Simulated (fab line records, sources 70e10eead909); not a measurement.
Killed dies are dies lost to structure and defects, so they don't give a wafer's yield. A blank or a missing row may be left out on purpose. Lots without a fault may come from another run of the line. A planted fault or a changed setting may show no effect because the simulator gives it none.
Which tool did it? | flow nand_harc | 6 lots, 18 wafers sampled, at 5 steps of a route of 1302

WHAT THE GAUGES READ, wafer by wafer
NHARC_P_GATE_CD_MEAS_91: target cd 2000 nm.
lot  | measured     | on        | cd_nm (nm)
L485 | day 6 08:48  | cd_sem-02 | 1999.2 2000.0 1998.0
L487 | day 7 05:50  | cd_sem-03 | 1999.5 2001.9 2000.4
L493 | day 10 07:08 | cd_sem-03 | 2001.6 2000.4 1998.6
L495 | day 10 21:23 | cd_sem-02 | 1998.2 1998.6 1999.9
L498 | day 11 19:22 | cd_sem-02 | 2002.8 2000.8 2000.9
L504 | day 14 14:42 | cd_sem-03 | 2001.3 2000.5 1999.1

WHICH TOOL RAN EACH LOT (tool, then ch and the chambers of the sampled wafers, then the start)
lot  | NHARC_P_GATE_ALD_36               | NHARC_P_GATE_DESCUM_61             | NHARC_P_GATE_STRIP_76                | NHARC_P_GATE_EXPOSE_88
L485 | ald_sin-04 ch 1,2,3, day 5 20:53  | rie_diel-10 ch 1,2, day 6 07:07    | plasma_asher-01 ch 0,1, day 6 07:45  | krf_scanner-04 ch 0, day 6 08:38
L487 | ald_sin-01 ch 0,1, day 6 15:52    | rie_diel-03 ch 1,2,3, day 7 04:17  | plasma_asher-01 ch 0,1, day 7 04:55  | krf_scanner-02 ch 0, day 7 05:40
L493 | ald_sin-04 ch 1,2,3, day 9 17:01  | rie_diel-03 ch 0,2,3, day 10 05:35 | plasma_asher-01 ch 0,1, day 10 06:13 | krf_scanner-03 ch 0, day 10 06:59
L495 | ald_sin-03 ch 0,1,2, day 10 07:16 | rie_diel-10 ch 1,2, day 10 19:49   | plasma_asher-02 ch 0,1, day 10 20:29 | krf_scanner-02 ch 0, day 10 21:14
L498 | ald_sin-03 ch 0,3, day 11 05:22   | rie_diel-03 ch 1,2, day 11 17:56   | plasma_asher-02 ch 0,1, day 11 18:35 | krf_scanner-02 ch 0, day 11 19:13
L504 | ald_sin-03 ch 0,2,3, day 14 00:50 | rie_diel-04 ch 0,1,2, day 14 13:10 | plasma_asher-01 ch 0,1, day 14 13:47 | krf_scanner-04 ch 0, day 14 14:33
- NHARC_P_GATE_ALD_36: deposits SiNx, target thk 20 nm, pulse time 60 s, ald cycles 223.
- NHARC_P_GATE_DESCUM_61: chemistry O2, time 3 s.
- NHARC_P_GATE_STRIP_76: strips in O2.
- NHARC_P_GATE_EXPOSE_88: exposes mask P HVN, target cd 2000 nm.

THE ANSWER, worked out from the rows above alone
Rule: what is usual is taken from the lots themselves. Put in order of their means at a reading, lots are off if they are a third of the lots or fewer, leave a main group of 4 or more, and stand apart from it by a gap of 3 or more times the standard deviation of the main group's means; of several such gaps the widest counts. A main group whose means are all the same, to the digits that the tables above print for the reading, isn't used. A lot without any number at a reading at which 4 lots or more have one is off too. The other lots that the step has rows for count as sound.
No lot is off at any reading shown: from this, nothing can be told.

WHAT THE SIMULATOR HAD PUT IN
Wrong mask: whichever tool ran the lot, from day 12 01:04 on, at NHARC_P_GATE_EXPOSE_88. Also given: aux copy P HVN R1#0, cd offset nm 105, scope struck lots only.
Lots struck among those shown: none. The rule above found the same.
